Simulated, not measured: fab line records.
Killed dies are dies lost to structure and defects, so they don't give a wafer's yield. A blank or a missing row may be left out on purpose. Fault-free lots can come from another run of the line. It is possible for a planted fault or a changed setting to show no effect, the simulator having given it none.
A lot that was struck, set against a sound lot + flow n5_finfet + 15 out of 1938 route steps
Sound: wafers L111.3, L111.4, L111.6. Wafers L121.3, L121.6 were the ones struck. Last of all comes the cause.
Each step with rows lists, per side, the tool, then ch with its chambers, then its first start. Under that, the readings that differ: sound wafers + struck wafers + difference of the means + sigmas: that difference in standard deviations of wafers without a fault.
alike: readings whose means differ by less than 2 such deviations, and words and numbers that are the same on both sides. not compared: withheld readings, readings that some wafer has no value for, bounds like >300 that may hide the same value, and numbers for which the record gives no deviation and whose values overlap.
The two part at a step that has a row with sigmas, a row that says differs or no value, or rows on one side only. Non-overlapping numbers with no deviation appear without sigmas and do not part them. Lack of a reading on every wafer of one side parts them only where that side has two or more wafers.

first, 7 steps without rows for these wafers: N5_PASSIVATION_COAT_38; N5_PASSIVATION_EBR_40; N5_PASSIVATION_SOFTBAKE_39 (time 120 s); N5_PASSIVATION_EXPOSE_41 (exposes mask PASS OPEN, defocus 0 nm, target cd 40000 nm); N5_PASSIVATION_PEB_42; N5_PASSIVATION_DEVELOP_43 (develop time 60 s); N5_PASSIVATION_HARDBAKE_45 (time 120 s).
N5_PASSIVATION_CD_MEAS_44: target cd 40000 nm.
  sound on cd_sem-01 ch 0, day 14 00:25; struck on cd_sem-03 ch 0, day 16 09:00
  alike: cd_nm
N5_PASSIVATION_OVL_MEAS_66:
  sound on overlay-01 ch 0, day 14 00:27; struck on overlay-01 ch 0, day 16 09:02
| reading            | sound  | struck | difference | sigmas |
|--------------------|--------|--------|------------|--------|
| PASS_OPEN_OVL (nm) | -2 0 2 | 8 18   | +13        | +2     |
N5_PASSIVATION_INSPECT_67: inspects for defects (macro).
  sound: defect_inspect-02 at day 14 00:28; struck: defect_inspect-01 at day 16 09:03
  alike: raw_defect_count
N5_PASSIVATION_DESCUM_46: chemistry O2, time 7.9 s.
  sound on rie_diel-02 ch 2,3, day 14 00:35; struck on rie_diel-01 ch 1, day 16 09:08
  alike: drypump_motor_current_A, oes_product_au, rf_vpp_V, showerhead_plenum_p_Torr, throttle_valve_pct
  not compared: rf_hours_counter_h
N5_PASSIVATION_PASS_ETCH_47: etches SiNx in CF4/O2, target depth 770 nm, time 385 s.
  sound on rie_diel-02 ch 2,3, day 14 00:37; struck on rie_diel-01 ch 1, day 16 09:10
  alike: drypump_motor_current_A, oes_product_au, rf_vpp_V, showerhead_plenum_p_Torr, throttle_valve_pct
  not compared: rf_hours_counter_h
N5_PASSIVATION_ETCH_54: etches SiO2 in CHF3/O2, target depth 880 nm, time 440 s.
  sound on rie_diel-02 ch 2,3, day 14 00:51; struck on rie_diel-01 ch 1, day 16 09:23
| reading                                 | sound             | struck    | difference | sigmas |
|-----------------------------------------|-------------------|-----------|------------|--------|
| model.etch.depth_nm (nm)                | 900.9 896.4 899.6 | 854 846.6 | -49        |        |
| model.PASSIVATION.feature_depth_nm (nm) | 901 896.4 899.6   | 854 846.6 | -49        |        |
  alike: drypump_motor_current_A, oes_product_au, rf_vpp_V, showerhead_plenum_p_Torr, throttle_valve_pct
  not compared: rf_hours_counter_h
N5_PASSIVATION_STRIP_48: strips in O2.
  sound on rie_diel-02 ch 2,3, day 14 01:08; struck on rie_diel-01 ch 1, day 16 09:41
  alike: drypump_motor_current_A, oes_product_au, rf_vpp_V, showerhead_plenum_p_Torr, throttle_valve_pct
  not compared: rf_hours_counter_h
N5_PASSIVATION_PROBE_49:
  sound: prober-02 at day 14 03:44; struck: prober-01 at day 16 12:40
  alike: defect_limited_yield, killed_at_M0_to_M3, killed_at_M4_up, killed_at_contacts, killed_at_front_end, killed_at_other, killed_dies, killed_on_rim, killed_open, killed_short, sort_bin_5_function, sort_bin_6_memory, sort_n_pass, sort_yield_pct

WHERE THEY PART
Within this record, at N5_PASSIVATION_OVL_MEAS_66 only. Later steps at which nothing parts them and some readings are alike: N5_PASSIVATION_INSPECT_67, N5_PASSIVATION_DESCUM_46, N5_PASSIVATION_PASS_ETCH_47, N5_PASSIVATION_ETCH_54, N5_PASSIVATION_STRIP_48, N5_PASSIVATION_PROBE_49.

WHY: the cause the simulator had injected
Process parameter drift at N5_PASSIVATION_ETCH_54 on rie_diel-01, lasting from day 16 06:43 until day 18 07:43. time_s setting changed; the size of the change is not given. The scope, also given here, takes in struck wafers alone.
